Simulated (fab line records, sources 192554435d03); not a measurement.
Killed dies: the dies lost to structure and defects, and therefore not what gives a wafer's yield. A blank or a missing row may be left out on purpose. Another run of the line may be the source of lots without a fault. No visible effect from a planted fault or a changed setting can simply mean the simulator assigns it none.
Matching of chambers | flow n5Finfet | N5_BEOL_M15_VIA_ETCH_16 on rieDiel-05 has 4 sister chambers
The step etches SiO2 in C4F8/O2/Ar, target depth 1792.2 nm. 4 wafers are shown with their chamber, then 9 later ones without.

## EACH WAFER AND ITS CHAMBER
wafer  | chamber | rfVppV (V)
L090.4 | 0       | 2250
L094.1 | 1       | 2204
L094.2 | 2       | 2284
L094.4 | 3       | 2163

## WAFERS WHOSE CHAMBER IS MISSING
wafer  | rfVppV (V)
L092.1 | 2250
L092.2 | 2201
L092.5 | 2282
L093.1 | 2201
L093.2 | 2284
L093.5 | 2284
L097.1 | 2162
L097.4 | 2283
L097.6 | 2201

## EACH ONE'S CHAMBER
wafer  | from the rows above | in truth
L092.1 | 0                   | 0
L092.2 | 1                   | 1
L092.5 | 2                   | 2
L093.1 | 1                   | 1
L093.2 | 2                   | 2
L093.5 | 2                   | 2
L097.1 | 3                   | 3
L097.4 | 2                   | 2
L097.6 | 1                   | 1
9 of 9 placed correctly. Left unplaced by these rows: 0. Number placed wrongly: 0.
How it was worked out, from the rows above alone: a wafer's distance from a chamber is the root of the sum, over the readings, of the square of ((its reading less the chamber's mean) divided by the reading's scatter). If the next closest chamber is less than 2 further off than the closest, the wafer can't be placed; otherwise it belongs to the closest. For every chamber, the mean is computed from those of its wafers that are shown. The scatter: with one shown wafer a chamber, the root of the mean of the squares of how far each hidden wafer lies from its nearest shown one.
